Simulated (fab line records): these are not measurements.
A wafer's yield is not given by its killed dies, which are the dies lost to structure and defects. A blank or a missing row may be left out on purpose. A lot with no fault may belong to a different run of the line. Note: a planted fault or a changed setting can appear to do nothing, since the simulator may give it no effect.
fab line records	flow n5Finfet
record: lots: 7	wafers: 18	lastDay: 18
route steps=1938 shown BEOL_M1@819 BEOL_M4@1111 PASSIVATION@1936
lots that met no fault: from a run of the same line without faults
startH: start of the lot's first displayed wafer, in hours after the record's first day	waitH: time in hours since the lot's previous step	" unchanged from the row above	L1.1+2: a single row standing in for several wafers	- either no value or no given start	* or withheld: withheld	< > ~ a bound
route shown NAME@n: names a module that has steps shown in the file, with the first one's number in the route	usual: average and standard deviation across the fault-free wafers	same: alike in all rows	chamber/n: place in a boat	sites: readings site by site	_std_site: the standard deviation of these	_edge_site: inner sites' mean taken away from outer sites' mean	radiusMm: for every site, how far away it sits from the centre of the wafer	mask NAME#n: copy n	behind: the tool/chamber that last shaped the wafer	hold: what put the lot on hold/how long, in hours/how the hold closed	device: whichever transistor did not switch (one of n, p or np)	end of line: at the end of the route, the tests of the same wafers	where a step has no rows: the recipe by itself	killed: count of dies lost to structure and defects at first sort (not the wafer's yield)	map: a wafer's dies, marking killed ones x, the rest . and places with no die _
set.NAME: the setting as run; set.NAME@STEP: as run at that earlier step	model.NAME: the simulator's own value behind a step, which no gauge read
certain route steps with their lots: each step a table, each wafer a row
services: when a tool's chamber went out of use (startH, in hours from the record's first day, below 0 if earlier), for how many hours, and the reason
== steps ==
step: N5_BEOL_M1_ANNEAL_82
recipe: tempC: 400	timeS: 240	ambient: vacuum
step: N5_BEOL_M1_SPUTTER_86
recipe: material: Cu	targetThkA: 45	tempC: -20	chamberPressurePa: 0.07	powerW: withheld	timeS: 8.29
step: N5_BEOL_M1_ANNEAL_87
recipe: tempC: 400	timeS: 240	ambient: vacuum
usual: heaterPowerW: 819/68	susceptorTempC: 399.98/0.26
lot.wafer	tool	chamber	startH	waitH	heaterPowerW	susceptorTempC
L450.3	pvdSputter-01	-	165.14	0.0	859	400.21
L450.5	"	-	"	"	858	400.32
L450.6	"	-	"	"	787	399.34
L451.2	pvdSputter-02	-	166.76	0.0	1006	399.99
L451.3	"	-	"	"	800	399.91
L451.6	"	-	"	"	717	400.01
L452.1	pvdSputter-01	-	173.66	0.0	795	400.41
L452.3	"	-	"	"	768	400.22
L452.6	"	-	"	"	808	400.23
L466.4	pvdSputter-01	-	256.20	0.0	817	400.12
L466.5	"	-	"	"	783	400.33
L467.1	pvdSputter-02	-	258.35	0.0	836	400.09
L467.6	"	-	"	"	817	400.11
L468.4	pvdSputter-01	-	267.52	0.0	862	399.86
L468.5	"	-	"	"	772	400.19
L469.3	pvdSputter-02	-	271.07	0.0	964	399.60
L469.5	"	-	"	"	847	400.43
L469.6	"	-	"	"	997	399.86
step: N5_BEOL_M1_SPUTTER_88
recipe: material: Cu	targetThkA: 45	tempC: -20	chamberPressurePa: 0.07	powerW: withheld	timeS: 8.29
usual: susceptorTempC: -19.99/0.11	throttleValvePct: 30.0/1.1
lot.wafer	tool	chamber	startH	waitH	susceptorTempC	throttleValvePct
L450.3	pvdSputter-01	-	165.28	0.1	-19.77	30.6
L450.5	"	-	"	"	-19.92	30.4
L450.6	"	-	"	"	-19.84	30.0
L451.2	pvdSputter-02	-	166.90	0.1	-19.88	29.6
L451.3	"	-	"	"	-20.18	31.6
L451.6	"	-	"	"	-20.14	31.4
L452.1	pvdSputter-01	-	173.80	0.1	-19.89	30.1
L452.3	"	-	"	"	-20.13	30.6
L452.6	"	-	"	"	-19.79	30.3
L466.4	pvdSputter-01	-	256.34	0.1	-20.06	27.9
L466.5	"	-	"	"	-20.00	30.9
L467.1	pvdSputter-02	-	258.49	0.1	-19.93	30.7
L467.6	"	-	"	"	-19.98	30.5
L468.4	pvdSputter-01	-	267.66	0.1	-20.01	30.5
L468.5	"	-	"	"	-19.89	30.9
L469.3	pvdSputter-02	-	271.21	0.1	-20.18	29.7
L469.5	"	-	"	"	-20.05	30.6
L469.6	"	-	"	"	-20.05	29.5
step: N5_BEOL_M1_ANNEAL_89
recipe: tempC: 400	timeS: 240	ambient: vacuum
step: N5_BEOL_M1_SPUTTER_90
recipe: material: Cu	targetThkA: 45	tempC: -20	chamberPressurePa: 0.07	powerW: withheld	timeS: 8.29
step: N5_BEOL_M1_ANNEAL_91
recipe: tempC: 400	timeS: 240	ambient: vacuum
usual: heaterPowerW: 817/71	susceptorTempC: 399.98/0.23
lot.wafer	tool	chamber	startH	waitH	heaterPowerW	susceptorTempC
L450.3	pvdSputter-01	-	165.58	0.0	843	400.21
L450.5	"	-	"	"	851	400.12
L450.6	"	-	"	"	787	400.20
L451.2	pvdSputter-02	-	167.20	0.0	992	400.03
L451.3	"	-	"	"	791	399.90
L451.6	"	-	"	"	734	400.36
L452.1	pvdSputter-01	-	174.10	0.0	798	399.35
L452.3	"	-	"	"	773	400.22
L452.6	"	-	"	"	790	399.95
L466.4	pvdSputter-01	-	256.64	0.0	837	400.10
L466.5	"	-	"	"	790	399.81
L467.1	pvdSputter-02	-	258.79	0.0	833	400.02
L467.6	"	-	"	"	851	400.31
L468.4	pvdSputter-01	-	267.96	0.0	858	400.26
L468.5	"	-	"	"	752	399.91
L469.3	pvdSputter-02	-	271.51	0.0	1005	400.15
L469.5	"	-	"	"	850	400.03
L469.6	"	-	"	"	1033	400.32
step: N5_BEOL_M1_SPUTTER_92
recipe: material: Cu	targetThkA: 45	tempC: -20	chamberPressurePa: 0.07	powerW: withheld	timeS: 8.29
step: N5_BEOL_M1_ANNEAL_93
recipe: tempC: 400	timeS: 240	ambient: vacuum
usual: heaterPowerW: 817/69	susceptorTempC: 399.96/0.24
lot.wafer	tool	chamber	startH	waitH	heaterPowerW	susceptorTempC
L450.3	pvdSputter-01	-	165.80	0.0	857	400.05
L450.5	"	-	"	"	854	399.66
L450.6	"	-	"	"	795	399.57
L451.2	pvdSputter-02	-	167.42	0.0	999	399.57
L451.3	"	-	"	"	803	400.08
L451.6	"	-	"	"	718	399.74
L452.1	pvdSputter-01	-	174.32	0.0	817	400.03
L452.3	"	-	"	"	772	399.60
L452.6	"	-	"	"	799	399.62
L466.4	pvdSputter-01	-	256.86	0.0	840	399.81
L466.5	"	-	"	"	784	399.99
L467.1	pvdSputter-02	-	259.01	0.0	843	399.87
L467.6	"	-	"	"	835	399.99
L468.4	pvdSputter-01	-	268.18	0.0	860	400.29
L468.5	"	-	"	"	769	399.59
L469.3	pvdSputter-02	-	271.73	0.0	1013	399.95
L469.5	"	-	"	"	819	399.45
L469.6	"	-	"	"	979	400.11
step: N5_BEOL_M1_SPUTTER_94
recipe: material: Cu	targetThkA: 45	tempC: -20	chamberPressurePa: 0.07	powerW: withheld	timeS: 8.29
step: N5_BEOL_M1_ANNEAL_95
recipe: tempC: 400	timeS: 240	ambient: vacuum
usual: heaterPowerW: 816/68	susceptorTempC: 399.96/0.23
lot.wafer	tool	chamber	startH	waitH	heaterPowerW	susceptorTempC
L450.3	pvdSputter-01	-	166.02	0.0	846	399.95
L450.5	"	-	"	"	853	399.97
L450.6	"	-	"	"	801	400.31
L451.2	pvdSputter-02	-	167.64	0.0	1009	400.64
L451.3	"	-	"	"	782	399.82
L451.6	"	-	"	"	729	400.03
L452.1	pvdSputter-01	-	174.54	0.0	806	400.38
L452.3	"	-	"	"	759	399.99
L452.6	"	-	"	"	803	400.25
L466.4	pvdSputter-01	-	257.08	0.0	815	400.05
L466.5	"	-	"	"	785	400.04
L467.1	pvdSputter-02	-	259.23	0.0	815	399.60
L467.6	"	-	"	"	832	399.43
L468.4	pvdSputter-01	-	268.40	0.0	829	399.52
L468.5	"	-	"	"	775	400.11
L469.3	pvdSputter-02	-	271.95	0.0	961	399.49
L469.5	"	-	"	"	860	400.35
L469.6	"	-	"	"	974	399.75
step: N5_BEOL_M1_SPUTTER_96
recipe: material: Cu	targetThkA: 45	tempC: -20	chamberPressurePa: 0.07	powerW: withheld	timeS: 8.29
step: N5_BEOL_M1_ECD_50
recipe: material: Cu	targetThkA: 3000
lot.wafer	tool	chamber	startH	waitH	model.Cu_of_BEOL_M1_ECD_50.thkNm
L450.3	ecdCu-01	1	166.30	0.1	298.6
L450.5	"	1	"	"	302
L450.6	"	0	"	"	298.2
L451.2	ecdCu-01	0	167.90	0.1	300.8
L451.3	"	0	"	"	298.4
L451.6	"	1	"	"	296.6
L452.1	ecdCu-02	1	174.80	0.1	298.8
L452.3	"	0	"	"	297.4
L452.6	"	1	"	"	296.8
L466.4	ecdCu-02	1	257.35	0.1	298
L466.5	"	0	"	"	173.8
L467.1	ecdCu-02	1	259.49	0.1	297.4
L467.6	"	1	"	"	173.6
L468.4	ecdCu-02	1	268.68	0.1	298
L468.5	"	0	"	"	174.8
L469.3	ecdCu-01	0	272.23	0.1	294.2
L469.5	"	0	"	"	301
L469.6	"	1	"	"	299
step: N5_BEOL_M1_ANNEAL_51
recipe: tempC: 225	timeS: 90	ambient: N2
step: N5_BEOL_M1_CMP_52
recipe: stopOn: SiOC	tOverpolishS: 6.8	downForcePsi: 1	platenRpm: 50	clearingPlatenDownForcePsi: 1.5	clearingPlatenRpm: 50	postCmpClean: cuAlkaline	targetThkNm: 40	clearingPlatenPadVelocityMS: 0.99484	padVelocityMS: 0.99484
usual: clearingPlatenDownForcePsi: 1.500/0.0033	motorCurrentA: 5.9/0.56	retainingRingPressureFrac: 1.000/0.0046	slurryFlowMlMin: 150.0/0.47	timeToEndpointS: 63/3.4
lot.wafer	tool	chamber	startH	waitH	clearingPlatenDownForcePsi	motorCurrentA	retainingRingPressureFrac	slurryFlowMlMin	timeToEndpointS
L450.3	cmp-04	1	166.77	0.3	1.504	5.2	0.995	150.2	64
L450.5	"	2	"	"	1.503	6.5	1.006	151.1	61
L450.6	"	3	"	"	1.496	5.6	1.003	149.6	60
L451.2	cmp-01	2	168.37	0.2	1.501	6.1	1.002	149.8	60
L451.3	"	1	"	"	1.500	5.3	0.993	150.3	63
L451.6	"	2	"	"	1.494	5.8	0.991	149.2	60
L452.3	cmp-02	0	175.18	0.2	1.492	5.6	0.992	149.7	61
L452.1	"	2	"	"	1.501	5.8	0.998	150.3	58
L452.6	"	0	"	"	1.500	5.5	0.995	150.5	61
L466.4	cmp-01	1	258.07	0.2	1.493	4.9	1.000	150.5	64
L466.5	"	3	"	"	1.502	6.5	1.000	150.0	40
L467.1	cmp-04	0	259.98	0.4	1.501	4.9	0.999	149.9	61
L467.6	"	2	"	"	1.500	6.5	1.005	149.8	35
L468.4	cmp-01	1	270.50	1.5	1.496	5.2	1.003	149.7	65
L468.5	"	3	"	"	1.498	7.0	1.003	149.9	44
L469.3	cmp-02	2	272.62	0.2	1.501	6.0	0.996	150.2	61
L469.5	"	1	"	"	1.501	5.8	1.000	148.7	60
L469.6	"	2	"	"	1.502	6.0	0.996	149.9	55
step: N5_BEOL_M1_THK_MEAS_53
recipe: thkMeasGauge: xrf	reads: Cu_of_BEOL_M1_ECD_50
usual: M1_THK: 39.1/1.6
lot.wafer	tool	chamber	startH	waitH	M1_THK[nm]
L450.3	filmMetro-02	-	166.95	-	40.0
L450.5	"	-	"	"	41.1
L450.6	"	-	"	"	37.9
L451.2	filmMetro-01	-	168.67	-	38.1
L451.3	"	-	"	"	39.0
L451.6	"	-	"	"	40.8
L452.1	filmMetro-02	-	175.47	-	36.2
L452.3	"	-	"	"	36.7
L452.6	"	-	"	"	39.1
L466.4	filmMetro-02	-	258.25	-	36.1
L466.5	"	-	"	"	40.1
L467.1	filmMetro-01	-	260.16	-	38.3
L467.6	"	-	"	"	38.9
L468.4	filmMetro-01	-	270.68	-	39.1
L468.5	"	-	"	"	41.2
L469.3	filmMetro-01	-	272.88	-	38.1
L469.5	"	-	"	"	39.7
L469.6	"	-	"	"	40.2
step: N5_BEOL_M4_RC_MEAS_101
usual: DIBL_N: 36.1/1.7	DIBL_P: 35.9/2.1	IOFF_N: 0.154/0.029	IOFF_P: 0.21/0.035	ION_N: 673/10	ION_P: 463/7.5	SS_N: 71.6/0.59	SS_P: 73.2/0.69	VT_N: 250.5/2.9	VT_P: -250/3.2
lot.wafer	tool	chamber	startH	waitH	DIBL_N[mV/V]	DIBL_P[mV/V]	IOFF_N[nA/um]	IOFF_P[nA/um]	ION_N[uA/um]	ION_P[uA/um]	SS_N[mV/dec]	SS_P[mV/dec]	VT_N[mV]	VT_P[mV]
L452.1	prober-01	0	207.21	0.0	34.7	35.5	0.158	0.22	677	468	71.4	73.6	247.6	-248
L452.3	"	0	"	"	35.5	35.1	0.150	0.21	676	466	71.7	73.5	251.1	-249
L452.6	"	0	"	"	34.0	34.5	0.138	0.21	678	474	71.1	73.0	251.7	-247
L450.3	prober-02	0	207.28	0.3	38.4	38.5	0.165	0.20	675	450	72.8	74.3	252.4	-256
L450.5	"	0	"	"	37.4	37.7	0.153	0.18	674	456	72.6	73.3	249.3	-256
L450.6	"	0	"	"	36.9	36.4	0.141	0.17	663	446	72.5	72.9	251.9	-259
L451.2	prober-02	0	212.24	0.2	35.9	37.1	0.151	0.24	675	469	72.3	73.5	247.5	-247
L451.3	"	0	"	"	35.6	36.0	0.149	0.22	676	471	71.3	72.8	249.1	-248
L451.6	"	0	"	"	36.7	37.5	0.155	0.25	672	468	71.8	73.2	250.2	-248
L466.4	prober-02	0	303.11	0.5	35.8	35.9	0.164	0.24	680	469	72.1	73.4	247.3	-250
L466.5	"	0	"	"	32.3	32.1	0.120	0.19	676	475	70.9	72.4	250.4	-252
L467.1	prober-02	0	306.03	0.0	35.9	34.3	0.147	0.20	686	471	70.7	72.9	250.4	-248
L467.6	"	0	"	"	37.0	35.5	0.161	0.23	673	469	70.7	72.6	247.1	-249
L468.4	prober-01	0	322.11	0.5	38.6	40.3	0.206	0.25	682	468	72.4	73.9	246.7	-248
L468.5	"	0	"	"	35.6	36.8	0.154	0.19	669	458	71.5	73.1	250.8	-250
L469.3	prober-02	0	322.57	0.5	36.9	35.6	0.153	0.20	673	460	71.0	73.0	249.8	-250
L469.5	"	0	"	"	37.4	35.3	0.154	0.20	675	462	71.3	73.4	251.5	-251
L469.6	"	0	"	"	38.2	36.7	0.174	0.22	671	456	71.5	73.8	248.1	-249
step: N5_PASSIVATION_PROBE_49
usual: defectLimitedYield: 91.3/1.4	killed_at_M0_to_M3: 34/9.2	killed_at_M4_up: 13/5.3	killedAtContacts: 12/6	killedAtFrontEnd: 39/12	killedAtOther: 4/3.3	killedDies: 102/17	killedOpen: 67/12	killedShort: 34/7.4	sort_bin_5_function: 5.1/1	sort_bin_6_memory: 3.2/0.6	sortNPass: 1078/17	sortYieldPct: 91.3/1.4
same: grossDies: 1180	killedAtBackSide: 0	sort_bin_4_leakage[%]: 0	sort_bin_8_speed[%]: 0
lot.wafer	tool	chamber	startH	waitH	defectLimitedYield[%]	killed_at_M0_to_M3	killed_at_M4_up	killedAtContacts	killedAtFrontEnd	killedAtOther	killedDies	killedOpen	killedShort	sort_bin_5_function[%]	sort_bin_6_memory[%]	sortNPass	sortYieldPct[%]
L452.1	prober-01	-	316.82	0.1	89.1	33	10	20	60	6	129	82	45	6.3	4.1	1051	89.1
L452.3	prober-01	-	316.92	0.2	90.9	43	8	10	46	0	107	73	31	5.0	4.1	1073	90.9
L452.6	prober-01	-	317.07	0.3	90.3	36	13	12	53	1	115	73	41	6.0	3.3	1065	90.3
L466.4	prober-01	-	411.50	0.2	92.7	31	3	6	41	5	86	45	41	4.3	2.7	1094	92.7
L467.1	prober-02	-	415.01	0.0	92.6	17	17	17	36	0	87	49	35	3.6	3.1	1093	92.6
L467.6	prober-02	-	415.26	0.3	90.9	29	14	6	58	0	107	63	40	4.2	3.8	1073	90.9
L469.3	prober-01	-	435.33	0.1	90.9	37	28	9	28	5	107	68	39	5.9	3.0	1073	90.9
L469.5	prober-01	-	435.43	0.2	90.5	46	22	5	36	3	112	82	29	5.4	4.0	1068	90.5
L469.6	prober-01	-	435.48	0.3	94.7	17	13	5	24	4	63	43	20	2.9	2.2	1117	94.7
L468.4	prober-01	-	443.31	0.2	92.3	39	6	13	29	4	91	56	31	4.4	3.1	1089	92.3
L468.5	prober-01	-	443.36	0.2	92.3	30	5	5	48	3	91	56	34	4.5	2.6	1089	92.3
killed by level:class
L452.1 STI_FIN_REVEAL:geometricParticle:open=21 MOL_CONTACT_COAG:geometricParticle:open=17 BEOL_M0_SAQP:geometricParticle:short=11 STI_FIN_REVEAL:geometricParticle:short=10 DUMMY_GATE:geometricParticle:open=9 BEOL_M0_SAQP:geometricParticle:open=9 DUMMY_GATE:geometricParticle:short=4 BEOL_M4:geometricParticle:open=4
L452.3 BEOL_M0_SAQP:geometricParticle:open=17 STI_FIN_REVEAL:geometricParticle:open=13 BEOL_M0_SAQP:geometricParticle:short=10 MOL_CONTACT_COAG:geometricParticle:open=9 FIN_SAQP:geometricParticle:short=8 DUMMY_GATE:geometricParticle:open=5 BEOL_M2:geometricParticle:open=5 BEOL_M3:geometricParticle:open=5
L452.6 STI_FIN_REVEAL:geometricParticle:open=17 MOL_CONTACT_COAG:geometricParticle:open=10 FIN_SAQP:geometricParticle:short=9 BEOL_M0_SAQP:geometricParticle:open=8 BEOL_M0_SAQP:geometricParticle:short=8 BEOL_M1:geometricParticle:open=7 BEOL_M2:geometricParticle:open=6 GATE_CUT:geometricParticle:short=5
L466.4 FIN_SAQP:geometricParticle:short=13 BEOL_M0_SAQP:geometricParticle:short=8 STARTING-WAFER:geometricParticle:open=7 FIN_SAQP:geometricParticle:open=6 MOL_CONTACT_COAG:geometricParticle:open=5 BEOL_M0_SAQP:geometricParticle:open=5 BEOL_M3:geometricParticle:open=5 BEOL_M0:geometricParticle:open=4
L467.1 FIN_SAQP:geometricParticle:short=12 MOL_CONTACT_COAG:geometricParticle:open=12 FIN_SAQP:geometricParticle:open=9 BEOL_M0_SAQP:geometricParticle:open=6 MOL_CONTACT_COAG:geometricParticle:short=5 BEOL_M4:geometricParticle:open=5 BEOL_M0_SAQP:geometricParticle:short=4 BEOL_M3:geometricParticle:open=3
L467.6 FIN_SAQP:geometricParticle:open=16 FIN_SAQP:geometricParticle:short=11 BEOL_M0_SAQP:geometricParticle:open=9 STI_FIN_REVEAL:geometricParticle:open=8 BEOL_M0_SAQP:geometricParticle:short=8 STARTING-WAFER:geometricParticle:short=6 MOL_CONTACT_COAG:geometricParticle:open=4 BEOL_M3:geometricParticle:open=4
L469.3 BEOL_M4:geometricParticle:open=9 BEOL_M2:geometricParticle:open=8 BEOL_M4:geometricParticle:short=8 FIN_SAQP:geometricParticle:open=7 BEOL_M3:geometricParticle:open=7 FIN_SAQP:geometricParticle:short=6 MOL_CONTACT_COAG:geometricParticle:open=6 BEOL_M0_SAQP:geometricParticle:short=5
L469.5 STI_FIN_REVEAL:geometricParticle:open=13 BEOL_M2:geometricParticle:open=11 BEOL_M0_SAQP:geometricParticle:short=10 BEOL_M3:geometricParticle:open=9 BEOL_M1:geometricParticle:open=8 BEOL_M4:geometricParticle:open=8 BEOL_M0_SAQP:geometricParticle:open=7 FIN_SAQP:geometricParticle:open=4
L469.6 STI_FIN_REVEAL:geometricParticle:open=5 DUMMY_GATE:geometricParticle:open=4 BEOL_M4:geometricParticle:open=4 MOL_CONTACT_COAG:geometricParticle:open=3 BEOL_M0_SAQP:geometricParticle:open=3 BEOL_M1:geometricParticle:open=3 BEOL_M2:geometricParticle:open=3 BEOL_M3:geometricParticle:open=3
L468.4 BEOL_M3:geometricParticle:open=12 MOL_CONTACT_COAG:geometricParticle:open=11 FIN_SAQP:geometricParticle:open=10 BEOL_M0_SAQP:geometricParticle:short=9 FIN_SAQP:geometricParticle:short=6 BEOL_M0_SAQP:geometricParticle:open=5 STI_FIN_REVEAL:geometricParticle:open=4 DUMMY_GATE:geometricParticle:open=3
L468.5 FIN_SAQP:geometricParticle:open=18 FIN_SAQP:geometricParticle:short=11 BEOL_M3:geometricParticle:open=6 STI_FIN_REVEAL:geometricParticle:open=5 BEOL_M2:geometricParticle:open=5 BEOL_M1:geometricParticle:open=4 MOL_CONTACT_COAG:geometricParticle:open=4 BEOL_M0_SAQP:geometricParticle:short=4
== services ==
tool	chamber	startH	hours	kind
cmp-01	-	176.62	2.9	repair
pvdSputter-01	-	182.92	8.3	repair
ecdCu-01	-	210.21	0.5	repair
cmp-04	-	231.82	1.6	repair
cmp-02	-	233.52	6.2	pm
cmp-02	-	256.17	4.0	pm
cmp-02	-	260.17	-	consumableReplace:conditioner
cmp-02	-	260.17	-	consumableReplace:pad
cmp-04	-	266.31	4.0	pm
cmp-04	-	270.31	-	consumableReplace:conditioner
cmp-04	-	270.31	-	consumableReplace:pad
== key ==
firstSign: step: N5_BEOL_M1_CMP_52	reading: timeToEndpointS	direction: down	sigmas: 6.8	usual: *	struck: *
effect none on later readings
modelEffect: step: N5_BEOL_M1_ECD_50	value: Cu_of_BEOL_M1_ECD_50.thkNm	without: 300.3	struck: 174.1
metAt N5_BEOL_M1_ECD_50
struckWafers L466.5,L467.6,L468.5
onsetBetween 174.80 257.35
fault: kind: processParameterDrift	tool: ecdCu-02	chamber: -	onsetH: 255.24	steps: N5_BEOL_M1_ECD_50	channel: targetThkA	offset: *	shape: step	endH: 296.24	scope: struckWafersOnly	actsIn: *	stated: *
